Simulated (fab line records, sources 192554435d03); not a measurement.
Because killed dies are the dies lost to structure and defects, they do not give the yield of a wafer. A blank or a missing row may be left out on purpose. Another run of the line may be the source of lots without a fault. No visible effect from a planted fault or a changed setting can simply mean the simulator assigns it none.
Which tool was responsible? | flow n5Finfet | 11 lots (33 wafers sampled), 1 step of a 1938-step route

## WHAT THE GAUGES SHOWED, per wafer
N5_BEOL_M14_OCD_MEAS_35.
lot  | measured     | on     | trenchDepthNm (nm)
L324 | day 11 18:56 | ocd-02 | 549 538 551
L327 | day 12 06:16 | ocd-01 | 571 553 539
L330 | day 13 03:59 | ocd-02 | 559 557 558
L332 | day 13 20:20 | ocd-01 | 557 551 559
L337 | day 14 19:43 | ocd-01 | 544 572 545
L336 | day 15 00:44 | ocd-01 | 556 544 537
L339 | day 15 03:37 | ocd-02 | 570 545 537
L341 | day 15 12:09 | ocd-02 | 574 560 563
L344 | day 15 19:56 | ocd-02 | 570 556 550
L342 | day 15 23:43 | ocd-01 | 558 558 559
L343 | day 16 07:08 | ocd-02 | 543 561 551

## WHAT TOOL EACH LOT RAN ON (gives the tool, then ch and the chambers of the sampled wafers, and finally the start)
There is no process step in the record ahead of these readings.

## WHAT THE TOOLS THEMSELVES READ (means of the sampled wafers that have a number; where no wafer has one, the mark that the record gives instead)
The record holds no such reading with a usual standard deviation.

## THE ANSWER, worked out from the rows above alone
Rule: the lots themselves supply what counts as usual. Put in order of their means at a reading, lots are off if they are a third of the lots or fewer, leave a main group of 4 or more, and stand apart from it by a gap of 3 or more times the standard deviation of the main group's means; of several such gaps the widest counts. Not used: any main group whose means are identical at the precision the tables above print for the reading. A lot without any number at a reading at which 4 lots or more have one is off too. Any other lot the step has rows for is counted as sound. First the gauges in route order, then the tools' own readings, where a lot's mean is used as printed above. The first step at which some lot is off is used, and at that step the reading that is off furthest; a lot without a number counts as furthest.
Across all readings shown, no lot is off: no conclusion can be drawn from this.

## WHAT HAD BEEN PUT IN BY THE SIMULATOR
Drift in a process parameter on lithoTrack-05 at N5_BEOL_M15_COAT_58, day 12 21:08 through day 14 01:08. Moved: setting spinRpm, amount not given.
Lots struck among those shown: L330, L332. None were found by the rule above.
